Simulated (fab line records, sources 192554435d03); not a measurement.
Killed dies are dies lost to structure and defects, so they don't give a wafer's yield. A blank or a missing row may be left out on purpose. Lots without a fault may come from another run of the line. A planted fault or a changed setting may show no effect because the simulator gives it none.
Chamber matching | flow n5_finfet | N5_BEOL_M11_VIA_ETCH_34 on rie_diel-05: 4 sister chambers
The step etches SiCOH lowk in C4F6/O2, target depth 184.5 nm, time 69.2 s. 7 wafers are shown with their chamber, then 7 later ones without.

WAFERS WITH THEIR CHAMBER
wafer  | chamber | showerhead_plenum_p_Torr (Torr) | rf_vpp_V (V)
L078.1 | 0       | 2.88                            | 662
L085.2 | 1       | 3.03                            | 671
L085.6 | 0       | 2.88                            | 663
L088.5 | 2       | 2.91                            | 664
L088.6 | 3       | 2.78                            | 645
L093.2 | 1       | 3.03                            | 671
L093.4 | 3       | 2.77                            | 643

WAFERS WITHOUT THEIR CHAMBER
wafer  | showerhead_plenum_p_Torr (Torr) | rf_vpp_V (V)
L093.6 | 2.77                            | 644
L095.1 | 3.02                            | 671
L095.5 | 3.02                            | 669
L095.6 | 2.87                            | 664
L096.1 | 3.02                            | 670
L096.2 | 2.90                            | 664
L096.6 | 3.02                            | 671

WHICH CHAMBER EACH WENT THROUGH
wafer  | from the rows above | in truth
L093.6 | 3                   | 3
L095.1 | 1                   | 1
L095.5 | 1                   | 1
L095.6 | 0                   | 0
L096.1 | 1                   | 1
L096.2 | 2                   | 2
L096.6 | 1                   | 1
Placed correctly: 7 of 7. Can't be placed from these rows: 0. Placed wrongly: 0.
How it was worked out, from the rows above alone: a wafer's distance from a chamber is the root of the sum, over the readings, of the square of ((its reading less the chamber's mean) divided by the reading's scatter). The wafer belongs to the nearest chamber; if the next one is less than 2 further off, it can't be placed. A chamber's mean is the mean of its shown wafers. The scatter: the root of (the sum of the squares of (reading less its chamber's mean) over the shown wafers, divided by (wafers less chambers)).
